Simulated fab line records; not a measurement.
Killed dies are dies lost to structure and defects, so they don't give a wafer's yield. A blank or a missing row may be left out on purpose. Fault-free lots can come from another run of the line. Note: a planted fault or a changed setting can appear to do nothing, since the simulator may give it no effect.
Chamber matching ; flow n5-finfet ; N5_BEOL_M11_STRIP_67 on rie-diel-01 has 4 sister chambers
The step strips in CF4. 4 wafers are shown with their chamber, then 9 later ones without.

== WAFERS, EACH WITH ITS CHAMBER ==
wafer;chamber;oes-product-au (a.u.)
L088.5;2;0.94
L091.1;0;0.77
L091.2;1;0.71
L091.3;3;0.70

== WAFERS WITH NO CHAMBER GIVEN ==
wafer;oes-product-au (a.u.)
L093.2;0.77
L093.3;0.69
L093.4;0.90
L097.2;0.69
L097.4;0.76
L097.5;0.71
L096.1;0.70
L096.2;0.76
L096.4;0.70

== EACH ONE'S CHAMBER ==
wafer;from the rows above;in truth
L093.2;0;0
L093.3;can't be placed: 3 or 1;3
L093.4;2;2
L097.2;can't be placed: 3 or 1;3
L097.4;0;0
L097.5;can't be placed: 1 or 3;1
L096.1;can't be placed: 3 or 1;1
L096.2;0;0
L096.4;can't be placed: 3 or 1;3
Placed correctly: 4 of 9. Cannot be placed on the basis of these rows: 5; the candidates contain the true chamber in 5. Wrongly placed: 0.
How it was worked out, from the rows above alone: a wafer's distance from a chamber is the root of the sum, over the readings, of the square of ((its reading less the chamber's mean) divided by the reading's scatter). The wafer belongs to the nearest chamber; if the next one is less than 2 further off, it can't be placed. For every chamber, the mean is computed from those of its wafers that are shown. The scatter: with one shown wafer a chamber, the root of the mean of the squares of how far each hidden wafer lies from its nearest shown one.
